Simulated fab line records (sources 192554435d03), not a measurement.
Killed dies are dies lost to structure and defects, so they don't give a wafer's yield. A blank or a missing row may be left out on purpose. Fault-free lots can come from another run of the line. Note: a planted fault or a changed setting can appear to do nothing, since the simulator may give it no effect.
fab line records	flow n5-finfet
record: lots: 5	wafers: 15	last-day: 18
route steps=1938 shown SD_EPI_P@318 SD_ACTIVATION@330 ILD0@335 SDB@347 BEOL_M4@1111 PASSIVATION@1936
lots that met no fault: taken from a fault-free run of the same line
start-h: start of the lot's first displayed wafer, in hours after the record's first day	wait-h: time in hours since the lot's previous step	" repeats the value in the row above	L1.1+2: a row that stands for several wafers	- no value, or no start given	* or withheld: withheld	< > ~ a bound
route shown NAME@n: NAME is a module with steps in the file, n the number in the route of the first one	usual: mean/standard deviation of fault-free wafers	same: alike in all rows	chamber/n: place in a boat	sites: readings site by site	_std_site: the values' standard deviation	_edge_site: mean of outer sites minus mean of inner sites	radius-mm: for every site, how far away it sits from the centre of the wafer	mask NAME#n: copy n	behind: tool/chamber where the wafer was last shaped	hold: cause of the lot's hold/its duration in hours/its outcome	device: which transistor (n, p or np) failed to switch	end of line: tests run on the same wafers once the route is complete	step lacking rows: just its recipe	killed: the dies lost at the first sort to structure and to defects; this is not the yield of the wafer	map: a wafer's dies, x killed, . not, _ none there
set.NAME: the setting as run; set.NAME@STEP: as run at that earlier step	model.NAME: the simulator's own value behind a step, which no gauge read
a table for each step, a row for each wafer; lots at some steps of the route
services: from which hour (start-h, from the record's first day; less than 0 if before it) a tool's chamber was out of use, for how many hours, and why
== steps ==
step: N5_SD_EPI_P_SRD_20
recipe: dry: ipa-marangoni	do-ppb: 5	time-s: 30	temp-c: 23	rinse-liquid: diw
step: N5_SD_EPI_P_PRECLEAN_51
recipe: chemistry: NF3:NH3	afs-cycles: 1	temp-c: 30	time-s: 20	sublimation-temp-c: 180	sublimation-time-s: 60	pressure-torr: 3	rf-power-w: 30
step: N5_SD_EPI_P_VAPOR_ETCH_44
recipe: chemistry: NF3/Ar	target: SiGe30	temp-c: 25	time-s: 3.3	mode: isotropic
step: N5_SD_EPI_P_EPI_21
recipe: material: SiGe:B	dopant: B	temp-c: 550	pressure-torr: 20	ambient: H2	time-s: 355
step: N5_SD_EPI_P_HM_STRIP_48
recipe: chemistry: H3PO4	temp-c: 160	material: SiNx	target: SiNx	target-depth-a: 30	overetch-fraction: 0.3
step: N5_SD_EPI_P_SRD_49
recipe: dry: ipa-marangoni	time-s: 30	temp-c: 23	rinse-liquid: diw
step: N5_SD_EPI_P_PRECLEAN_24
recipe: chemistry: O3/DIW	time-s: 45	temp-c: 22	o3-ppm: 10
step: N5_SD_EPI_P_PRECLEAN_32
recipe: chemistry: dHF	time-s: 10	dilution: 500:1	temp-c: 25
step: N5_SD_EPI_P_PRECLEAN_33
recipe: chemistry: SC2	time-s: 45	temp-c: 35	mix: 1:1:50
step: N5_SD_EPI_P_SRD_25
recipe: time-s: 30	temp-c: 23	rinse-liquid: diw	dry: ipa-marangoni
step: N5_SD_ACTIVATION_RTA_00
recipe: temp-c: 975	time-s: 0	ambient: N2	idle-temp-c: 600	ramp-up-c-per-s: 150	ramp-down-c-per-s: 60	cool-to-c: 600
usual: lamp-power-pct: 8.97/0.052	lamp_zone_1_pct: 8.954/0.03	lamp_zone_2_pct: 8.95/0.032	lamp_zone_3_pct: 8.95/0.03	lamp_zone_4_pct: 8.95/0.033	lamp_zone_5_pct: 8.96/0.031	lamp_zone_6_pct: 8.878/0.03	lamp_zone_7_pct: 9.35/0.035	wafer_temp_C_max: 975.1/1.7
lot.wafer	tool	chamber	start-h	wait-h	lamp-power-pct	lamp_zone_1_pct	lamp_zone_2_pct	lamp_zone_3_pct	lamp_zone_4_pct	lamp_zone_5_pct	lamp_zone_6_pct	lamp_zone_7_pct	wafer_temp_C_max
L433.1	rtp-anneal-02	0	136.01	0.0	8.98	8.932	8.97	8.95	8.93	8.97	8.909	9.33	976.6
L433.2	"	0	"	"	8.87	8.952	8.94	8.92	8.96	8.95	8.913	9.32	978.4
L433.5	"	0	"	"	8.98	8.970	8.93	8.94	8.93	8.94	8.872	9.32	974.9
L435.3	rtp-anneal-02	0	149.21	0.1	8.01	7.979	7.98	7.99	7.96	7.98	7.892	8.36	973.6
L435.5	"	0	"	"	7.87	8.000	8.00	7.97	8.01	7.99	7.910	8.34	976.2
L435.6	"	0	"	"	7.94	7.972	7.99	8.01	8.00	8.02	7.917	8.34	978.2
L436.4	rtp-anneal-02	0	158.58	0.2	7.95	7.982	7.97	7.95	7.97	7.98	7.959	8.33	974.3
L436.5	"	0	"	"	8.01	7.987	8.01	7.97	8.00	7.96	7.916	8.36	974.1
L436.6	"	0	"	"	8.08	7.977	8.02	7.96	7.98	7.97	7.917	8.33	975.2
L438.4	rtp-anneal-02	0	165.73	0.2	7.98	7.995	8.00	8.00	7.93	7.97	7.961	8.33	977.9
L438.5	"	0	"	"	8.01	7.978	8.02	7.96	7.99	8.03	7.904	8.36	973.1
L438.6	"	0	"	"	8.08	7.994	7.99	8.02	7.98	7.98	7.897	8.36	974.3
L439.1	rtp-anneal-01	0	174.49	0.0	9.03	8.952	8.96	8.96	8.97	8.91	8.823	9.44	973.0
L439.2	"	0	"	"	8.99	8.962	8.98	8.92	8.96	8.90	8.872	9.33	972.8
L439.5	"	0	"	"	8.98	8.999	8.97	8.98	8.95	8.95	8.840	9.44	969.9
step: N5_SD_ACTIVATION_LSA_01
recipe: temp-c: 1080	time-s: 0.0008	ambient: N2
step: N5_SD_ACTIVATION_RS_MEAS_03
recipe: thk-meas-gauge: four-point-probe
usual: RS_SD_N: 21.86/0.3	RS_SD_P: 56.1/0.85
lot.wafer	tool	chamber	start-h	wait-h	RS_SD_N[ohm/sq]	RS_SD_P[ohm/sq]
L433.1	film-metro-01	-	136.42	0.2	22.04	56.9
L433.2	"	-	"	"	21.87	56.3
L433.5	"	-	"	"	21.93	56.4
L435.3	film-metro-01	-	149.59	0.2	23.14	57.0
L435.5	"	-	"	"	23.24	57.4
L435.6	"	-	"	"	23.14	58.4
L436.4	film-metro-01	-	158.97	0.2	22.90	59.6
L436.5	"	-	"	"	23.40	58.4
L436.6	"	-	"	"	23.45	59.2
L438.4	film-metro-02	-	166.11	0.1	22.94	55.6
L438.5	"	-	"	"	22.86	55.6
L438.6	"	-	"	"	22.93	56.2
L439.1	film-metro-02	-	174.90	0.2	21.99	56.3
L439.2	"	-	"	"	22.18	54.9
L439.5	"	-	"	"	22.24	56.1
step: N5_ILD0_LINER_00
recipe: material: SiNx	target-thk-a: 40	temp-c: 400	ald-precursor-family: SiH2I2	ald-co-reactant: N2/H2-plasma	pulse-time-s: 1	purge-time-s: 2	co-reactant-purge-time-s: 2	ald-cycles: 80	pressure-torr: 2
step: N5_ILD0_FCVD_FILL_01
recipe: material: SiO2_flowable	target-thk-a: 2000	temp-c: 100	pressure-torr: 0.8	rf-w: 2000	time-s: 328.3
step: N5_ILD0_CURE_02
recipe: temp-c: 450	time-s: 1800	ambient: steam	idle-temp-c: 400	ramp-up-c-per-min: 5	ramp-down-c-per-min: 3	densification-p-h2o-torr: 640
step: N5_ILD0_CMP_03
recipe: stop-on: SiNx	t-overpolish-s: 1.9	post-cmp-clean: alkaline-brush	down-force-psi: 4.1491	platen-rpm: 51.796	pad-velocity-m-s: 1.0306	target-thk-nm: 197.38
step: N5_ILD0_CMP_07
recipe: stop-on: poly-Si	material: SiO2_flowable	t-overpolish-s: 1.18	post-cmp-clean: alkaline-brush	down-force-psi: 4.1491	platen-rpm: 51.796	pad-velocity-m-s: 1.0306	target-thk-nm: 138.88
step: N5_ILD0_PRECLEAN_10
recipe: chemistry: NF3:NH3	afs-cycles: 5	time-s: 20	temp-c: 30	sublimation-temp-c: 180	sublimation-time-s: 60	pressure-torr: 3	rf-power-w: 30
step: N5_ILD0_ALD_15
recipe: material: SiNx	target-thk-a: 240	temp-c: 400	ald-precursor-family: SiH2I2	ald-co-reactant: N2/H2-plasma	pulse-time-s: 1	ald-cycles: 480	purge-time-s: 2	co-reactant-purge-time-s: 2	pressure-torr: 2
step: N5_ILD0_CMP_12
recipe: stop-on: poly-Si	material: SiNx	t-overpolish-s: 6	post-cmp-clean: alkaline-brush	down-force-psi: 2.5	platen-rpm: 51.8	pad-velocity-m-s: 1.0307	target-thk-nm: 17.67
step: N5_SDB_HM_DEP_00
recipe: material: SiNx	target-thk-a: 400	temp-c: 400	precursor: SiH4/NH3/N2	pressure-torr: 1.5	rf-w: 300	time-s: 35.3
step: N5_SDB_COAT_03
recipe: resist: SOC	temp-c: 250	time-s: 60	spin-rpm: 1500	resist-thk-nm: 100
step: N5_SDB_COAT_04
recipe: resist: SiARC	temp-c: 220	time-s: 60	spin-rpm: 1500	resist-thk-nm: 18
step: N5_SDB_COAT_05
recipe: resist: CAR-ArF	spin-rpm: 1500	resist-thk-nm: 90
step: N5_SDB_EBR_07
recipe: solvent: PGMEA	ebr-width-mm: 1.5
step: N5_SDB_SOFTBAKE_06
recipe: temp-c: 110	time-s: 60	resist: CAR-ArF
step: N5_SDB_EXPOSE_08
recipe: mask-id: SDB	na: 1.35	source-shape: conventional	sigma-outer: 0.5	polarization: unpolarized	dose-mj: 49.6
step: N5_SDB_PEB_09
recipe: peb-temp-c: withheld	peb-time-s: 60	resist: CAR-ArF
step: N5_SDB_DEVELOP_10
recipe: develop-time-s: 30	developer: TMAH	resist: CAR-ArF	rinse-liquid: diw	dry: air-spin	dev-temp-c: 23
step: N5_SDB_DESCUM_16
recipe: chemistry: O2	time-s: 7.9	source-power-w: 50	bias-power-w: 20	pressure-mtorr: 20	rf-frequency-hz: 2.712e+07	temp-c: 40	resist: CAR-ArF	o2-flow-sccm: 225
step: N5_BEOL_M4_RC_MEAS_101
usual: DIBL_N: 36.3/1.6	DIBL_P: 36.5/1.6	IOFF_N: 0.163/0.026	IOFF_N_85C: 3.2/0.42	IOFF_N_LIN: 0.075/0.0098	IOFF_P: 0.22/0.033	ION_N: 676/9.9	ION_P: 464/6.5	RC_N: 15.35/0.26	REXT_N: 74.7/1.8	REXT_P: 100.9/2.1	RS_SD_N: 28.3/0.37	SS_N: 71.5/0.5	SS_P: 73.3/0.64	VT_N: 249.3/2.9	VT_N_LVT: 98.2/2.8	VT_P: -250/3.2	VT_P_LVT: -98.5/3
lot.wafer	tool	chamber	start-h	wait-h	DIBL_N[mV/V]	DIBL_P[mV/V]	IOFF_N[nA/um]	IOFF_N_85C[nA/um]	IOFF_N_LIN[nA/um]	IOFF_P[nA/um]	ION_N[uA/um]	ION_P[uA/um]	RC_N[ohm.um]	REXT_N[ohm.um]	REXT_P[ohm.um]	RS_SD_N[ohm/sq]	SS_N[mV/dec]	SS_P[mV/dec]	VT_N[mV]	VT_N_LVT[mV]	VT_P[mV]	VT_P_LVT[mV]
L433.1	prober-02	0	262.35	0.0	37.4	38.8	0.184	3.5	0.083	0.24	687	470	15.36	72.2	99.2	28.6	71.9	74.3	248.4	96.4	-249	-98.2
L433.2	"	0	"	"	35.2	36.6	0.145	2.9	0.069	0.20	675	464	15.35	72.9	98.5	28.3	71.0	72.1	250.5	100.8	-250	-100.6
L433.5	"	0	"	"	35.9	37.2	0.159	3.1	0.075	0.21	676	470	15.16	72.5	98.9	28.0	71.6	72.9	248.0	99.5	-251	-99.9
L435.3	prober-02	0	266.63	0.3	28.7	32.4	0.065	1.5	0.035	0.12	589	427	15.95	104.1	121.5	29.4	69.8	72.3	267.6	113.8	-259	-108.2
L435.5	"	0	"	"	27.2	31.7	0.058	1.3	0.032	0.12	585	431	15.69	105.4	121.5	30.0	69.7	72.0	264.9	115.0	-264	-109.2
L435.6	"	0	"	"	27.3	31.6	0.062	1.4	0.034	0.11	600	438	15.63	103.3	120.2	29.9	69.7	72.2	262.0	113.0	-262	-109.7
L436.4	prober-01	0	278.34	0.5	27.4	31.2	0.058	1.4	0.033	0.10	597	427	15.83	105.7	116.1	29.3	70.4	71.7	267.0	116.4	-262	-113.7
L436.5	"	0	"	"	27.4	31.9	0.060	1.4	0.034	0.11	599	436	16.20	106.0	114.5	30.2	70.7	72.6	265.4	115.1	-266	-112.3
L436.6	"	0	"	"	27.6	31.2	0.060	1.4	0.034	0.10	595	422	15.95	104.9	117.6	29.9	69.9	72.2	264.7	114.2	-264	-113.7
L438.4	prober-01	0	283.08	0.5	30.0	33.0	0.074	1.7	0.041	0.15	617	448	16.46	100.6	110.7	28.9	70.5	72.0	257.6	109.5	-253	-103.7
L438.5	"	0	"	"	30.4	33.2	0.081	1.8	0.044	0.15	617	450	16.07	100.3	112.9	29.4	69.9	72.3	257.1	107.0	-254	-104.4
L438.6	"	0	"	"	29.2	31.7	0.067	1.5	0.037	0.13	602	442	16.33	100.2	112.6	29.3	70.3	72.2	264.2	111.7	-255	-104.6
L439.1	prober-01	0	307.17	0.0	35.5	36.1	0.146	3.0	0.069	0.24	666	465	15.47	72.4	98.0	28.0	71.4	73.5	250.9	102.6	-246	-96.4
L439.2	"	0	"	"	34.7	35.0	0.142	2.9	0.069	0.22	670	472	15.41	72.8	98.9	28.5	71.2	72.6	253.0	101.2	-246	-96.8
L439.5	"	0	"	"	33.1	33.0	0.111	2.3	0.055	0.19	663	466	15.29	72.8	98.4	29.2	71.0	72.3	256.7	104.4	-250	-98.4
step: N5_PASSIVATION_PROBE_49
usual: defect-limited-yield: 91.2/1.5	killed_at_M0_to_M3: 32/9.6	killed_at_M4_up: 13/5.3	killed-at-contacts: 13/6.7	killed-at-front-end: 42/11	killed-at-other: 3.8/2.9	killed-dies: 103/17	killed-open: 67/13	killed-short: 35/7.9	sort_bin_5_function: 5.2/0.94	sort_bin_6_memory: 3.3/0.64	sort_bin_8_speed: 0/0	sort-n-pass: 1077/17	sort-yield-pct: 91.2/1.5
same: gross-dies: 1180	killed-at-back-side: 0	sort_bin_4_leakage[%]: 0
lot.wafer	tool	chamber	start-h	wait-h	defect-limited-yield[%]	killed_at_M0_to_M3	killed_at_M4_up	killed-at-contacts	killed-at-front-end	killed-at-other	killed-dies	killed-open	killed-short	sort_bin_5_function[%]	sort_bin_6_memory[%]	sort_bin_8_speed[%]	sort-n-pass	sort-yield-pct[%]
L435.3	prober-02	-	369.10	0.1	90.6	29	9	10	58	5	111	63	47	4.7	3.9	90.59	0	0
L435.5	prober-02	-	369.20	0.2	93.7	22	6	4	38	4	74	54	20	3.6	2.5	93.73	0	0
L435.6	prober-02	-	369.25	0.3	92.2	21	7	5	56	3	92	49	43	4.4	3.1	91.44	9	0.8
L433.1	prober-01	-	376.38	0.0	91.2	27	8	9	57	3	104	55	47	5.8	2.9	0	1076	91.2
L433.2	prober-01	-	376.43	0.1	91.0	29	12	16	48	1	106	63	42	5.7	3.1	0	1074	91.0
L433.5	prober-01	-	376.58	0.2	90.9	33	9	10	54	1	107	60	45	5.6	3.0	0	1073	90.9
L436.4	prober-01	-	402.36	0.2	92.9	29	16	10	26	3	84	65	17	4.4	2.6	92.37	6	0.5
L436.5	prober-01	-	402.41	0.2	92.6	29	8	17	29	4	87	59	28	3.8	3.2	91.27	16	1.4
L436.6	prober-01	-	402.46	0.3	92.0	23	8	20	38	5	94	55	39	4.8	2.9	91.95	1	0.1
L438.4	prober-02	-	414.81	0.2	89.2	33	13	27	52	2	127	80	44	6.4	3.7	75.76	159	13.5
L438.5	prober-02	-	414.86	0.2	91.1	32	12	23	34	4	105	77	25	5.5	3.2	58.22	388	32.9
L438.6	prober-02	-	414.91	0.3	89.5	41	9	25	46	3	124	78	43	6.6	3.6	88.90	7	0.6
L439.1	prober-02	-	424.52	0.0	90.9	31	17	17	41	1	107	66	38	5.2	3.1	0	1073	90.9
L439.2	prober-02	-	424.57	0.1	92.6	24	20	15	27	1	87	60	25	4.5	2.7	0	1093	92.6
L439.5	prober-02	-	424.72	0.2	89.5	28	26	13	50	7	124	66	56	6.0	3.7	0	1056	89.5
killed by level:class
L435.3 STI_FIN_REVEAL:geometric-particle:open=12 FIN_SAQP:geometric-particle:short=11 FIN_SAQP:geometric-particle:open=11 MOL_CONTACT_COAG:geometric-particle:open=7 BEOL_M0_SAQP:geometric-particle:short=6 BEOL_M2:geometric-particle:open=6 ILD0:geometric-particle:short=5 BEOL_M2:geometric-particle:short=5
L435.5 FIN_SAQP:geometric-particle:open=9 STI_FIN_REVEAL:geometric-particle:open=5 DUMMY_GATE:geometric-particle:open=5 BEOL_M1:geometric-particle:open=5 FIN_SAQP:geometric-particle:short=4 MOL_CONTACT_COAG:geometric-particle:open=4 BEOL_M0_SAQP:geometric-particle:open=4 BEOL_M0_SAQP:geometric-particle:short=4
L435.6 FIN_SAQP:geometric-particle:short=14 STI_FIN_REVEAL:geometric-particle:open=12 FIN_SAQP:geometric-particle:open=10 GATE_CUT:geometric-particle:short=6 BEOL_M0_SAQP:geometric-particle:short=6 ILD0:geometric-particle:short=5 MOL_CONTACT_COAG:geometric-particle:open=5 BEOL_M0_SAQP:geometric-particle:open=5
L433.1 FIN_SAQP:geometric-particle:short=16 FIN_SAQP:geometric-particle:open=12 GATE_CUT:geometric-particle:short=8 DUMMY_GATE:geometric-particle:open=7 BEOL_M2:geometric-particle:open=7 BEOL_M0_SAQP:geometric-particle:short=6 BEOL_M0_SAQP:geometric-particle:open=6 STARTING-WAFER:geometric-particle:open=6
L433.2 FIN_SAQP:geometric-particle:open=14 MOL_CONTACT_COAG:geometric-particle:open=12 GATE_CUT:geometric-particle:short=10 BEOL_M0_SAQP:geometric-particle:short=10 FIN_SAQP:geometric-particle:short=6 BEOL_M4:geometric-particle:open=6 BEOL_M0_SAQP:geometric-particle:open=5 GATE_CUT:geometric-particle:open=4
L433.5 FIN_SAQP:geometric-particle:short=15 BEOL_M0_SAQP:geometric-particle:open=14 FIN_SAQP:geometric-particle:open=10 MOL_CONTACT_COAG:geometric-particle:short=6 BEOL_M0_SAQP:geometric-particle:short=6 DUMMY_GATE:geometric-particle:open=5 GATE_CUT:geometric-particle:short=5 BEOL_M0:geometric-particle:open=4
L436.4 MOL_CONTACT_COAG:geometric-particle:open=9 BEOL_M1:geometric-particle:open=9 STI_FIN_REVEAL:geometric-particle:open=8 BEOL_M0_SAQP:geometric-particle:open=6 FIN_SAQP:geometric-particle:open=5 BEOL_M0_SAQP:geometric-particle:short=5 BEOL_M6:geometric-particle:open=5 DUMMY_GATE:geometric-particle:open=4
L436.5 MOL_CONTACT_COAG:geometric-particle:open=12 STI_FIN_REVEAL:geometric-particle:open=8 BEOL_M0_SAQP:geometric-particle:open=7 STI_FIN_REVEAL:geometric-particle:short=6 BEOL_M0_SAQP:geometric-particle:short=6 BEOL_M3:geometric-particle:open=6 MOL_CONTACT_COAG:geometric-particle:short=5 BEOL_M1:geometric-particle:open=5
L436.6 MOL_CONTACT_COAG:geometric-particle:open=16 STI_FIN_REVEAL:geometric-particle:open=11 BEOL_M2:geometric-particle:short=7 FIN_SAQP:geometric-particle:short=5 GATE_CUT:geometric-particle:short=5 STI_FIN_REVEAL:geometric-particle:short=4 MOL_CONTACT_COAG:geometric-particle:short=4 BEOL_M0_SAQP:geometric-particle:open=4
L438.4 MOL_CONTACT_COAG:geometric-particle:open=21 FIN_SAQP:geometric-particle:short=15 STI_FIN_REVEAL:geometric-particle:open=12 FIN_SAQP:geometric-particle:open=9 BEOL_M2:geometric-particle:open=8 BEOL_M0_SAQP:geometric-particle:short=8 BEOL_M1:geometric-particle:open=7 BEOL_M0_SAQP:geometric-particle:open=6
L438.5 MOL_CONTACT_COAG:geometric-particle:open=19 STI_FIN_REVEAL:geometric-particle:open=12 FIN_SAQP:geometric-particle:open=8 BEOL_M2:geometric-particle:open=7 BEOL_M0_SAQP:geometric-particle:open=7 BEOL_M0_SAQP:geometric-particle:short=6 BEOL_M4:geometric-particle:open=5 BEOL_M1:geometric-particle:open=5
L438.6 MOL_CONTACT_COAG:geometric-particle:open=16 FIN_SAQP:geometric-particle:open=15 BEOL_M2:geometric-particle:open=13 FIN_SAQP:geometric-particle:short=10 MOL_CONTACT_COAG:geometric-particle:short=9 BEOL_M0_SAQP:geometric-particle:short=6 GATE_CUT:geometric-particle:short=5 BEOL_M0_SAQP:geometric-particle:open=5
L439.1 FIN_SAQP:geometric-particle:open=13 MOL_CONTACT_COAG:geometric-particle:open=9 MOL_CONTACT_COAG:geometric-particle:short=8 FIN_SAQP:geometric-particle:short=7 BEOL_M2:geometric-particle:open=7 DUMMY_GATE:geometric-particle:open=6 BEOL_M0_SAQP:geometric-particle:short=6 BEOL_M2:geometric-particle:short=6
L439.2 MOL_CONTACT_COAG:geometric-particle:open=11 BEOL_M4:geometric-particle:open=8 BEOL_M0_SAQP:geometric-particle:open=8 FIN_SAQP:geometric-particle:short=7 FIN_SAQP:geometric-particle:open=6 BEOL_M5:geometric-particle:open=6 MOL_CONTACT_COAG:geometric-particle:short=4 BEOL_M3:geometric-particle:open=4
L439.5 FIN_SAQP:geometric-particle:short=15 FIN_SAQP:geometric-particle:open=11 MOL_CONTACT_COAG:geometric-particle:open=10 BEOL_M4:geometric-particle:open=8 BEOL_M2:geometric-particle:short=7 GATE_CUT:geometric-particle:short=6 BEOL_M0_SAQP:geometric-particle:open=6 BEOL_M2:geometric-particle:open=6
map L435.3 (x killed, . not)
_________________............________________
______________...........x......_____________
___________...............x........__________
__________............x........x...._________
________.....x.......x....x.x..x......_______
_______.....x...x.......x......x.......______
______....x.x..................x.x..x..._____
_____..............................x.....____
____.....................x..............x.___
___.x..xx..................................__
___xx..x......x.....xx...................x.__
__.x................x......x............x..._
__.....x......x.xx...............x.........._
_.x.....xx...................x............x..
_..x...........x.......x............x........
_............x.........x...........x.........
_.x...x....x.....x.......x................x..
_...xx.................x.x.x...x.......x.x...
_..xxx...x..............x.....x..xx.......xx.
_...x..x.x...........x..x....................
_.....x..x..............x......x.x.......x...
__..................................x......._
__............x.............x..............._
___.............x.....................xx...__
___........................................__
____............x...........x........x....___
_____.x...........x...........x...x......____
______................x................x_____
_______x...........................x.xx______
________........x....................._______
__________.........................._________
___________...........x............__________
______________.........x......xx_____________
_________________............________________
map L436.6 (x killed, . not)
_________________...........x________________
______________.................._____________
___________....x........xx..x......__________
__________..................x.....x._________
________.xx............x.............._______
_______................................______
______...............xx.....xx......x..._____
_____.......x....xx...............x......____
____x..............x...x...............x..___
___......................x......x..........__
___...........x...............x.xxx........__
__......x..................................._
__x..............................x..x..x...._
_x.........x.................x.....xx......x.
_........................x...................
_.................x................x.........
_.....x........x........x...............x....
_......................x.x....x......x.......
_..x.x......................................x
_...............................x......x.....
_...x............................x...........
__.x..............x....x....x..............._
__.....................................x..x._
___....x......x............x...............__
___xx..xxx...............x......xx.........__
____................x..........x..........___
_____.....x.........x....x........x......____
______.x.x........x.x..................._____
_______...x............................______
________.................x.x......x..._______
__________........................x._________
___________.......x................__________
______________.................._____________
_________________x..........x________________
== services ==
tool	chamber	start-h	hours	kind
rtp-anneal-01	-	172.14	1.0	pm
== key ==
first-sign: step: N5_SD_ACTIVATION_RTA_00	reading: lamp_zone_1_pct	direction: down	sigmas: 33	usual: *	struck: *
effect: step: N5_SD_ACTIVATION_RTA_00	reading: lamp_zone_6_pct	direction: down	sigmas: 32	usual: *	struck: *
effect: step: N5_SD_ACTIVATION_RS_MEAS_03	reading: RS_SD_N	direction: up	sigmas: 4.2	usual: 21.86	struck: 23.11
effect: step: N5_BEOL_M4_RC_MEAS_101	reading: REXT_N	direction: up	sigmas: 16	usual: 74.7	struck: 103.4
effect: step: N5_BEOL_M4_RC_MEAS_101	reading: ION_N	direction: down	sigmas: 7.7	usual: 676	struck: 600
effect: step: N5_BEOL_M4_RC_MEAS_101	reading: REXT_P	direction: up	sigmas: 7.3	usual: 100.9	struck: 116.4
effect: step: N5_BEOL_M4_RC_MEAS_101	reading: VT_N_LVT	direction: up	sigmas: 5.3	usual: 98.2	struck: 112.9
effect: step: N5_BEOL_M4_RC_MEAS_101	reading: DIBL_N	direction: down	sigmas: 5.1	usual: 36.3	struck: 28.4
effect: step: N5_BEOL_M4_RC_MEAS_101	reading: VT_N	direction: up	sigmas: 4.8	usual: 249.3	struck: 263.4
effect: step: N5_BEOL_M4_RC_MEAS_101	reading: ION_P	direction: down	sigmas: 4.3	usual: 464	struck: 436
effect: step: N5_BEOL_M4_RC_MEAS_101	reading: IOFF_N_85C	direction: down	sigmas: 4	usual: 3.2	struck: 1.5
effect: step: N5_BEOL_M4_RC_MEAS_101	reading: IOFF_N_LIN	direction: down	sigmas: 4	usual: 0.075	struck: 0.036
effect: step: N5_BEOL_M4_RC_MEAS_101	reading: IOFF_N	direction: down	sigmas: 3.7	usual: 0.163	struck: 0.065
effect: step: N5_BEOL_M4_RC_MEAS_101	reading: RS_SD_N	direction: up	sigmas: 3.6	usual: 28.3	struck: 29.6
effect: step: N5_BEOL_M4_RC_MEAS_101	reading: VT_P_LVT	direction: down	sigmas: 3.5	usual: -98.5	struck: -108.8
effect: step: N5_PASSIVATION_PROBE_49	reading: sort_bin_8_speed	direction: up	sigmas: 99+	usual: 0	struck: 86.03
met-at N5_SD_ACTIVATION_RTA_00
struck-wafers L435.3,L435.5,L435.6,L436.4,L436.5,L436.6,L438.4,L438.5,L438.6
onset-between 136.01 149.21
fault: kind: process-parameter-drift	tool: rtp-anneal-02	chamber: -	onset-h: 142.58	steps: N5_SD_ACTIVATION_RTA_00	channel: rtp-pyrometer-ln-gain	offset: 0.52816	shape: step	end-h: 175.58
